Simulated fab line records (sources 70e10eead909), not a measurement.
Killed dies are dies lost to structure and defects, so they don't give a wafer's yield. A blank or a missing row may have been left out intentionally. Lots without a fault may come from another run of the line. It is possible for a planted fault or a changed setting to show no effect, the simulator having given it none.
fab line records	flow nandHarc
[record] lots = 24	wafers = 72	lastDay = 34
route steps=1302 shown A_CONTACT@1086 A_M0@1153 A_M1@1180
lots untouched by any fault: they come from a run of this same line in which no faults occurred
startH: start of the lot's first displayed wafer, in hours after the record's first day	waitH: hours elapsed since this lot's preceding step	" as in the row above	L1.1+2: one row covering several wafers at once	- no value, or no start was given	* or withheld: withheld	< > ~ a bound
route shown NAME@n: names a module that has steps shown in the file, with the first one's number in the route	usual: mean and standard deviation over wafers with no fault	same: alike in all rows	chamber/n: place in a boat	sites: each site's reading	_std_site: standard deviation of those values	_edge_site: mean of outer sites minus mean of inner sites	radiusMm: for every site, how far away it sits from the centre of the wafer	mask NAME#n: copy n	behind: tool/chamber where the wafer was last shaped	hold: why the lot went on hold/how many hours it stayed there/how the hold came to an end	device: whichever transistor did not switch (one of n, p or np)	end of line: the same wafers' tests at the end of the route	where a step has no rows: the recipe by itself	killed: dies lost to structure and defects at the first sort, not the wafer's yield	map: a wafer's dies, marking killed ones x, the rest . and places with no die _
set.NAME: setting as actually run; set.NAME@STEP: the setting as run at that earlier step	model.NAME: the simulator's own value behind a step, which no gauge read
one table for each step of the route and one row for each wafer, over a sample of lots
services: from which hour (startH, from the record's first day; less than 0 if before it) a tool's chamber was out of use, for how many hours, and why
[[steps]]
[step NHARC_A_CONTACT_ETCH_134]
[recipe] sourceW = withheld	pressureMtorr = 20	biasV = withheld	timeS = 140	targetDepthA = 7000	arFlowSccm = withheld	c4f8FlowSccm = withheld	o2FlowSccm = withheld	chemistry = C4F8/O2/Ar
lot.wafer	tool	chamber	startH	waitH	rfHoursCounterH
L074.2	harCapEtch-02	0	522.43	-	92
L074.6	"	1	"	"	-
L074.5	"	0	"	"	-
L077.1	harCapEtch-02	1	530.07	-	94
L077.4	"	1	"	"	-
L077.5	"	0	"	"	-
L075.1	harCapEtch-03	0	531.26	-	46
L075.2	"	1	"	"	46
L075.5	"	0	"	"	-
L076.1	harCapEtch-02	0	534.52	-	95
L076.4	"	1	"	"	-
L076.3	"	0	"	"	-
L078.1	harCapEtch-02	0	552.90	-	96
L078.2	"	1	"	"	96
L078.5	"	0	"	"	-
L079.2	harCapEtch-02	0	567.56	-	98
L079.5	"	1	"	"	-
L079.6	"	0	"	"	-
L080.2	harCapEtch-02	0	580.00	-	99
L080.1	"	1	"	"	99
L080.5	"	0	"	"	-
L081.1	harCapEtch-01	1	602.98	-	16
L081.2	"	0	"	"	16
L081.4	"	1	"	"	-
L082.2	harCapEtch-01	0	609.08	-	18
L082.3	"	1	"	"	-
L082.5	"	0	"	"	-
L083.2	harCapEtch-01	1	612.05	-	19
L083.5	"	0	"	"	-
L083.6	"	1	"	"	-
L084.1	harCapEtch-03	1	618.21	-	61
L084.3	"	1	"	"	-
L084.5	"	0	"	"	-
L086.4	harCapEtch-02	1	620.69	-	-
L086.5	"	1	"	"	-
L086.6	"	0	"	"	-
L085.2	harCapEtch-03	0	629.89	-	62
L085.1	"	1	"	"	62
L085.6	"	1	"	"	-
L088.1	harCapEtch-01	0	648.38	-	26
L088.3	"	0	"	"	-
L088.6	"	0	"	"	-
L089.3	harCapEtch-02	0	652.77	-	-
L089.5	"	0	"	"	-
L089.6	"	1	"	"	-
L087.1	harCapEtch-01	0	656.23	-	27
L087.3	"	0	"	"	-
L087.5	"	1	"	"	-
L091.1	harCapEtch-03	0	684.04	-	71
L091.3	"	1	"	"	-
L091.6	"	1	"	"	-
L090.1	harCapEtch-03	0	685.60	-	73
L090.3	"	0	"	"	-
L090.5	"	0	"	"	-
L092.3	harCapEtch-01	0	702.86	-	-
L092.4	"	1	"	"	-
L092.6	"	0	"	"	-
L093.1	harCapEtch-03	1	703.72	-	76
L093.4	"	0	"	"	-
L093.6	"	0	"	"	-
L095.1	harCapEtch-03	1	717.86	-	78
L095.4	"	0	"	"	-
L095.5	"	1	"	"	-
L094.1	harCapEtch-02	0	718.74	-	126
L094.3	"	1	"	"	-
L094.4	"	0	"	"	-
L097.2	harCapEtch-02	1	752.96	-	132
L097.4	"	0	"	"	-
L097.5	"	1	"	"	-
L096.2	harCapEtch-01	0	755.28	-	44
L096.3	"	0	"	"	-
L096.5	"	1	"	"	-
[step NHARC_A_CONTACT_ETCH_138]
[recipe] sourceW = withheld	pressureMtorr = 20	biasV = 1200	timeS = 311	targetDepthA = 19140	arFlowSccm = withheld	c4f8FlowSccm = withheld	o2FlowSccm = withheld	chemistry = C4F8/O2/Ar
lot.wafer	tool	chamber	startH	waitH	rfHoursCounterH
L074.2	harCapEtch-02	0	523.45	0.2	93
L074.6	"	1	"	"	-
L074.5	"	0	"	"	-
L077.1	harCapEtch-02	1	531.09	0.2	95
L077.4	"	1	"	"	-
L077.5	"	0	"	"	-
L075.1	harCapEtch-03	0	532.27	0.2	47
L075.2	"	1	"	"	47
L075.5	"	0	"	"	-
L076.1	harCapEtch-02	0	535.54	0.2	96
L076.4	"	1	"	"	-
L076.3	"	0	"	"	-
L078.1	harCapEtch-02	0	553.91	0.2	97
L078.2	"	1	"	"	97
L078.5	"	0	"	"	-
L079.2	harCapEtch-02	0	568.59	0.2	99
L079.5	"	1	"	"	-
L079.6	"	0	"	"	-
L080.2	harCapEtch-02	0	581.02	0.2	100
L080.1	"	1	"	"	100
L080.5	"	0	"	"	-
L081.1	harCapEtch-01	1	604.44	0.7	17
L081.2	"	0	"	"	17
L081.4	"	1	"	"	-
L082.2	harCapEtch-01	0	610.10	0.2	19
L082.3	"	1	"	"	-
L082.5	"	0	"	"	-
L083.2	harCapEtch-01	1	613.07	0.2	20
L083.5	"	0	"	"	-
L083.6	"	1	"	"	-
L084.1	harCapEtch-03	1	619.22	0.2	62
L084.3	"	1	"	"	-
L084.5	"	0	"	"	-
L086.4	harCapEtch-02	1	621.73	0.2	-
L086.5	"	1	"	"	-
L086.6	"	0	"	"	-
L085.2	harCapEtch-03	0	630.91	0.2	63
L085.1	"	1	"	"	63
L085.6	"	1	"	"	-
L088.1	harCapEtch-01	0	649.41	0.2	27
L088.3	"	0	"	"	-
L088.6	"	0	"	"	-
L089.3	harCapEtch-02	0	653.82	0.2	-
L089.5	"	0	"	"	-
L089.6	"	1	"	"	-
L087.1	harCapEtch-01	0	657.25	0.2	28
L087.3	"	0	"	"	-
L087.5	"	1	"	"	-
L091.1	harCapEtch-03	0	685.07	0.2	72
L091.3	"	1	"	"	-
L091.6	"	1	"	"	-
L090.1	harCapEtch-03	0	686.64	0.2	74
L090.3	"	0	"	"	-
L090.5	"	0	"	"	-
L092.3	harCapEtch-01	0	703.90	0.2	-
L092.4	"	1	"	"	-
L092.6	"	0	"	"	-
L093.1	harCapEtch-03	1	704.73	0.2	77
L093.4	"	0	"	"	-
L093.6	"	0	"	"	-
L095.1	harCapEtch-03	1	719.04	0.2	79
L095.4	"	0	"	"	-
L095.5	"	1	"	"	-
L094.1	harCapEtch-02	0	720.00	0.2	127
L094.3	"	1	"	"	-
L094.4	"	0	"	"	-
L097.2	harCapEtch-02	1	753.99	0.2	133
L097.4	"	0	"	"	-
L097.5	"	1	"	"	-
L096.2	harCapEtch-01	0	756.63	0.3	44
L096.3	"	0	"	"	-
L096.5	"	1	"	"	-
[step NHARC_A_CONTACT_CVD_19]
[recipe] targetThkA = 3000	tempC = 300	pressureTorr = 40	wf6FlowSccm = 40	h2FlowSccm = 1600	arFlowSccm = 1560	timeS = 802	material = W
[usual] heaterPowerW = 494/71	throttleValvePct = 8.0/0.33
lot.wafer	tool	chamber	startH	waitH	heaterPowerW	sinceWetCleanH	throttleValvePct
L074.2	cvdW-01	0	-	-	557	147	8.1
L074.5	"	0	"	"	542	-	8.4
L074.6	"	1	"	"	587	-	7.7
L077.1	cvdW-02	0	-	-	407	71	8.0
L077.4	"	0	"	"	414	-	7.9
L077.5	"	0	"	"	405	-	7.9
L075.1	cvdW-01	0	-	-	552	156	8.0
L075.2	"	1	"	"	573	157	7.8
L075.5	"	1	"	"	572	-	7.8
L076.1	cvdW-02	1	-	-	458	75	8.5
L076.3	"	1	"	"	451	-	8.6
L076.4	"	0	"	"	409	-	7.9
L078.2	cvdW-02	0	-	-	405	93	7.9
L078.1	"	1	"	"	452	93	8.5
L078.5	"	1	"	"	457	-	8.8
L079.2	cvdW-01	0	-	-	550	11	8.0
L079.5	"	0	"	"	548	-	7.9
L079.6	"	1	"	"	583	-	7.4
L080.2	cvdW-01	1	-	-	593	23	7.9
L080.1	"	0	"	"	537	23	8.2
L080.5	"	0	"	"	536	-	7.7
L081.2	cvdW-02	0	-	-	418	144	7.8
L081.1	"	1	"	"	454	144	8.5
L081.4	"	0	"	"	411	-	7.8
L082.2	cvdW-02	0	-	-	413	150	7.9
L082.3	"	0	"	"	413	-	7.8
L082.5	"	0	"	"	409	-	7.6
L083.2	cvdW-01	1	-	-	577	55	7.6
L083.6	"	0	"	"	550	-	7.6
L083.5	"	1	"	"	614	-	7.6
L084.1	cvdW-01	0	-	-	544	62	8.0
L084.3	"	0	"	"	552	-	8.1
L084.5	"	1	"	"	572	-	7.5
L086.4	cvdW-02	1	-	-	466	-	8.8
L086.5	"	0	"	"	409	-	7.7
L086.6	"	1	"	"	450	-	8.6
L085.2	cvdW-01	0	-	-	553	73	8.2
L085.1	"	1	"	"	583	73	7.9
L085.6	"	1	"	"	595	-	7.7
L088.1	cvdW-02	0	-	-	406	8	7.9
L088.3	"	0	"	"	403	-	7.9
L088.6	"	0	"	"	401	-	7.9
L089.3	cvdW-01	1	-	-	573	-	7.9
L089.5	"	0	"	"	560	-	8.3
L089.6	"	1	"	"	581	-	7.7
L087.1	cvdW-02	0	-	-	406	16	7.8
L087.3	"	0	"	"	412	-	8.1
L087.5	"	0	"	"	396	-	7.8
L091.1	cvdW-02	1	-	-	448	43	8.3
L091.3	"	1	"	"	449	-	8.2
L091.6	"	1	"	"	450	-	7.9
L090.1	cvdW-01	0	-	-	529	129	8.5
L090.3	"	1	"	"	589	-	7.9
L090.5	"	1	"	"	583	-	7.6
L092.4	cvdW-01	0	-	-	537	-	7.8
L092.3	"	1	"	"	590	-	7.8
L092.6	"	0	"	"	538	-	8.2
L093.1	cvdW-02	1	-	-	453	63	8.3
L093.4	"	1	"	"	450	-	8.2
L093.6	"	0	"	"	417	-	8.0
L095.1	cvdW-02	1	-	-	460	77	8.2
L095.4	"	0	"	"	406	-	8.0
L095.5	"	1	"	"	461	-	8.3
L094.1	cvdW-01	1	-	-	580	162	8.1
L094.4	"	1	"	"	601	-	7.3
L094.3	"	0	"	"	541	-	7.9
L097.2	cvdW-02	0	-	-	402	112	7.8
L097.4	"	0	"	"	396	-	8.2
L097.5	"	0	"	"	403	-	8.2
L096.2	cvdW-02	0	-	-	409	115	8.1
L096.3	"	0	"	"	409	-	8.2
L096.5	"	1	"	"	465	-	8.5
[step NHARC_A_M0_CD_MEAS_16]
[usual] cdNm = 79.9/0.79
lot.wafer	tool	chamber	startH	waitH	cdNm
L074.2	cdSem-02	-	532.27	-	79.6
L074.5	"	-	"	"	79.6
L074.6	"	-	"	"	79.8
L077.1	cdSem-01	-	540.04	-	81.3
L077.4	"	-	"	"	79.8
L077.5	"	-	"	"	81.1
L075.1	cdSem-02	-	541.53	-	81.1
L075.2	"	-	"	"	79.8
L075.5	"	-	"	"	80.2
L076.1	cdSem-02	-	544.18	-	79.7
L076.3	"	-	"	"	80.3
L076.4	"	-	"	"	79.8
L078.1	cdSem-01	-	562.57	-	78.8
L078.2	"	-	"	"	79.5
L078.5	"	-	"	"	79.7
L079.2	cdSem-02	-	577.26	-	80.5
L079.5	"	-	"	"	81.8
L079.6	"	-	"	"	80.3
L080.1	cdSem-03	-	589.65	-	77.8
L080.2	"	-	"	"	78.6
L080.5	"	-	"	"	80.2
L081.1	cdSem-03	-	613.12	-	81.2
L081.2	"	-	"	"	79.9
L081.4	"	-	"	"	81.2
L082.2	cdSem-02	-	618.90	-	80.3
L082.3	"	-	"	"	80.4
L082.5	"	-	"	"	79.7
L083.2	cdSem-02	-	621.60	-	79.3
L083.5	"	-	"	"	77.9
L083.6	"	-	"	"	78.6
L084.1	cdSem-02	-	627.97	-	79.0
L084.3	"	-	"	"	79.5
L084.5	"	-	"	"	79.8
L086.4	cdSem-01	-	630.67	-	79.8
L086.5	"	-	"	"	78.6
L086.6	"	-	"	"	80.0
L085.1	cdSem-03	-	639.34	-	78.9
L085.2	"	-	"	"	79.9
L085.6	"	-	"	"	79.8
L088.1	cdSem-02	-	658.43	-	79.6
L088.3	"	-	"	"	81.1
L088.6	"	-	"	"	79.0
L089.3	cdSem-01	-	662.53	-	79.6
L089.5	"	-	"	"	79.2
L089.6	"	-	"	"	80.0
L087.1	cdSem-02	-	665.54	-	81.3
L087.3	"	-	"	"	79.9
L087.5	"	-	"	"	79.0
L091.1	cdSem-02	-	693.68	-	80.8
L091.3	"	-	"	"	80.5
L091.6	"	-	"	"	79.6
L090.1	cdSem-01	-	695.14	-	80.2
L090.3	"	-	"	"	79.7
L090.5	"	-	"	"	80.5
L092.3	cdSem-01	-	712.71	-	81.3
L092.4	"	-	"	"	80.1
L092.6	"	-	"	"	80.1
L093.1	cdSem-01	-	713.25	-	79.5
L093.4	"	-	"	"	80.0
L093.6	"	-	"	"	79.9
L095.1	cdSem-01	-	727.57	-	80.3
L095.4	"	-	"	"	80.5
L095.5	"	-	"	"	80.5
L094.1	cdSem-01	-	728.51	-	80.3
L094.3	"	-	"	"	79.6
L094.4	"	-	"	"	80.2
L097.2	cdSem-02	-	762.35	-	80.6
L097.4	"	-	"	"	80.4
L097.5	"	-	"	"	79.9
L096.2	cdSem-02	-	765.37	-	80.5
L096.3	"	-	"	"	78.7
L096.5	"	-	"	"	80.3
[step NHARC_A_M0_CMP_23]
[recipe] tOverpolishS = 20	targetThkNm = 113.75
[usual] motorCurrentA = 11.8/1.1	timeToEndpointS = 28.3/3
lot.wafer	tool	chamber	startH	waitH	motorCurrentA	timeToEndpointS
L074.2	cmp-02	1	534.06	-	14.3	26.5
L074.5	"	2	"	"	13.2	29.4
L074.6	"	3	"	"	11.5	27.1
L077.1	cmp-04	3	541.76	-	12.2	25.8
L077.4	"	1	"	"	11.0	22.9
L077.5	"	0	"	"	13.0	26.8
L075.1	cmp-04	3	543.26	-	12.8	30.1
L075.2	"	0	"	"	12.7	28.5
L075.5	"	2	"	"	10.4	30.2
L076.1	cmp-02	3	545.91	-	11.4	25.3
L076.4	"	0	"	"	12.2	25.9
L076.3	"	1	"	"	14.4	25.6
L078.1	cmp-04	0	564.30	-	12.8	26.5
L078.2	"	1	"	"	11.3	23.8
L078.5	"	0	"	"	13.3	29.0
L079.2	cmp-04	3	579.03	-	12.6	23.5
L079.6	"	1	"	"	11.8	24.8
L079.5	"	2	"	"	10.4	28.0
L080.2	cmp-02	1	591.59	-	14.3	25.6
L080.1	"	2	"	"	12.2	32.8
L080.5	"	2	"	"	11.9	33.7
L081.2	cmp-04	2	614.82	-	10.5	28.0
L081.1	"	3	"	"	13.0	28.0
L081.4	"	0	"	"	12.8	26.9
L082.3	cmp-04	2	620.64	-	11.4	28.5
L082.2	"	0	"	"	12.5	27.6
L082.5	"	2	"	"	11.1	29.6
L083.2	cmp-04	2	623.34	-	10.4	27.8
L083.5	"	1	"	"	11.7	25.9
L083.6	"	2	"	"	10.5	28.9
L084.3	cmp-04	1	629.70	-	11.4	26.6
L084.1	"	0	"	"	12.8	26.6
L084.5	"	2	"	"	10.9	28.8
L086.4	cmp-03	0	632.51	-	11.8	29.5
L086.6	"	3	"	"	11.9	33.2
L086.5	"	0	"	"	11.6	30.8
L085.1	cmp-04	3	641.06	-	12.3	32.1
L085.2	"	0	"	"	13.2	34.1
L085.6	"	0	"	"	12.3	31.1
L088.3	cmp-02	0	660.13	-	11.8	29.8
L088.1	"	1	"	"	14.5	26.0
L088.6	"	1	"	"	14.8	23.1
L089.3	cmp-03	2	664.23	-	11.1	33.9
L089.6	"	2	"	"	11.2	31.6
L089.5	"	3	"	"	12.2	28.6
L087.1	cmp-04	0	667.56	-	13.0	25.3
L087.3	"	1	"	"	11.0	25.2
L087.5	"	3	"	"	12.4	26.4
L091.3	cmp-02	1	695.47	-	13.6	29.7
L091.1	"	2	"	"	11.9	35.7
L091.6	"	1	"	"	14.0	29.5
L090.1	cmp-03	2	696.87	-	11.5	25.2
L090.3	"	0	"	"	11.4	26.8
L090.5	"	2	"	"	11.4	26.9
L092.4	cmp-02	0	714.48	-	12.4	32.2
L092.3	"	2	"	"	12.0	31.8
L092.6	"	0	"	"	12.3	30.1
L093.1	cmp-02	0	715.06	-	11.7	34.0
L093.4	"	1	"	"	14.0	30.8
L093.6	"	3	"	"	11.8	30.0
L095.4	cmp-03	2	729.39	-	11.5	29.0
L095.1	"	3	"	"	11.7	28.9
L095.5	"	0	"	"	11.5	25.9
L094.1	cmp-02	2	730.27	-	11.5	30.0
L094.4	"	3	"	"	11.2	23.9
L094.3	"	0	"	"	11.6	25.6
L097.4	cmp-03	3	764.05	-	12.1	28.3
L097.2	"	0	"	"	11.9	29.4
L097.5	"	0	"	"	11.1	27.1
L096.3	cmp-03	3	767.10	-	11.8	28.8
L096.2	"	1	"	"	9.7	26.0
L096.5	"	2	"	"	11.4	29.5
[step NHARC_A_M1_OVL_MEAS_10]
[recipe] pitchNm = 240
[usual] overlayXNm = 0.4/0.87	overlayYNm = 0.0/0.99
lot.wafer	tool	chamber	startH	waitH	overlayXNm	overlayYNm
L074.2	overlay-01	-	535.96	-	0.3	-0.9
L074.5	"	-	"	"	0.3	-0.9
L074.6	"	-	"	"	0.3	-0.8
L077.1	overlay-01	-	543.72	-	-0.3	0.3
L077.4	"	-	"	"	-0.2	0.7
L077.5	"	-	"	"	-0.4	1.0
L075.1	overlay-01	-	545.19	-	1.2	0.3
L075.2	"	-	"	"	1.0	-0.1
L075.5	"	-	"	"	1.7	0.9
L076.1	overlay-01	-	547.71	-	0.4	-1.3
L076.3	"	-	"	"	0.1	-0.5
L076.4	"	-	"	"	0.1	-1.0
L078.1	overlay-01	-	566.10	-	0.9	-0.2
L078.2	"	-	"	"	-0.1	-0.1
L078.5	"	-	"	"	0.7	-0.2
L079.2	overlay-02	-	580.93	-	1.4	-1.4
L079.5	"	-	"	"	1.5	-1.1
L079.6	"	-	"	"	1.0	-1.5
L080.1	overlay-02	-	593.69	-	-0.3	-1.1
L080.2	"	-	"	"	0.1	-1.4
L080.5	"	-	"	"	0.1	-1.4
L081.1	overlay-02	-	616.78	-	-1.0	-2.4
L081.2	"	-	"	"	-0.7	-2.4
L081.4	"	-	"	"	-0.8	-2.2
L082.2	overlay-01	-	622.44	-	-1.1	1.0
L082.3	"	-	"	"	-0.9	0.7
L082.5	"	-	"	"	-0.3	1.3
L083.2	overlay-02	-	625.16	-	-2.1	-1.0
L083.5	"	-	"	"	-1.5	-1.0
L083.6	"	-	"	"	-2.1	-1.0
L084.1	overlay-02	-	631.55	-	0.8	1.1
L084.3	"	-	"	"	1.4	0.9
L084.5	"	-	"	"	0.2	1.1
L086.4	overlay-01	-	634.36	-	0.1	-1.0
L086.5	"	-	"	"	0.6	-0.7
L086.6	"	-	"	"	0.0	-0.6
L085.1	overlay-02	-	643.01	-	-0.2	0.7
L085.2	"	-	"	"	0.6	1.1
L085.6	"	-	"	"	0.4	1.0
L088.1	overlay-02	-	661.96	-	0.6	1.0
L088.3	"	-	"	"	1.4	0.5
L088.6	"	-	"	"	1.1	0.6
L089.3	overlay-01	-	666.43	-	-0.4	1.4
L089.5	"	-	"	"	-0.5	0.9
L089.6	"	-	"	"	-0.1	0.9
L087.1	overlay-01	-	669.36	-	0.6	0.6
L087.3	"	-	"	"	0.5	0.3
L087.5	"	-	"	"	0.0	0.4
L091.1	overlay-01	-	697.43	-	0.5	0.0
L091.3	"	-	"	"	0.8	0.1
L091.6	"	-	"	"	1.0	0.5
L090.1	overlay-01	-	698.96	-	-0.2	0.2
L090.3	"	-	"	"	0.0	-0.4
L090.5	"	-	"	"	-0.2	0.2
L092.3	overlay-02	-	716.70	-	0.3	0.3
L092.4	"	-	"	"	0.5	0.9
L092.6	"	-	"	"	0.6	0.2
L093.1	overlay-01	-	716.95	-	0.3	0.9
L093.4	"	-	"	"	1.0	1.1
L093.6	"	-	"	"	0.9	1.2
L095.1	overlay-01	-	731.13	-	0.7	-1.6
L095.4	"	-	"	"	1.3	-0.7
L095.5	"	-	"	"	1.2	-0.6
L094.1	overlay-01	-	732.24	-	0.3	1.1
L094.3	"	-	"	"	0.4	0.7
L094.4	"	-	"	"	0.9	0.3
L097.2	overlay-02	-	766.00	-	0.5	-1.0
L097.4	"	-	"	"	0.9	-0.7
L097.5	"	-	"	"	0.4	-0.6
L096.2	overlay-01	-	769.03	-	1.9	1.2
L096.3	"	-	"	"	2.0	1.4
L096.5	"	-	"	"	1.8	1.3
[[services]]
tool	chamber	startH	hours	kind
cmp-04	-	503.02	4.0	pm
cmp-04	-	508.70	3.0	repair
cmp-02	-	526.50	4.0	pm
cvdW-01	-	547.00	13.0	pm
cmp-04	-	556.75	0.4	repair
cmp-04	-	562.30	0.5	repair
harCapEtch-01	-	574.63	0.6	repair
cmp-02	-	583.69	4.0	repair
cvdW-01	-	592.32	0.8	repair
cmp-04	-	601.02	4.0	pm
cmp-02	-	624.50	4.0	pm
cmp-04	-	627.09	1.8	repair
cvdW-02	-	631.00	13.0	pm
cvdW-01	1	663.48	16.5	repair
cmp-04	-	694.31	1.2	repair
cmp-04	-	699.02	4.0	pm
cmp-04	-	721.79	0.8	repair
cmp-02	-	722.50	4.0	pm
cvdW-01	-	728.00	13.0	pm
harCapEtch-02	-	736.90	0.4	repair
cvdW-01	-	741.27	1.1	repair
cmp-04	-	741.59	4.0	repair
harCapEtch-02	-	754.49	17.0	pm
cvdW-02	0	762.47	1.4	repair
[[key]]
fault none
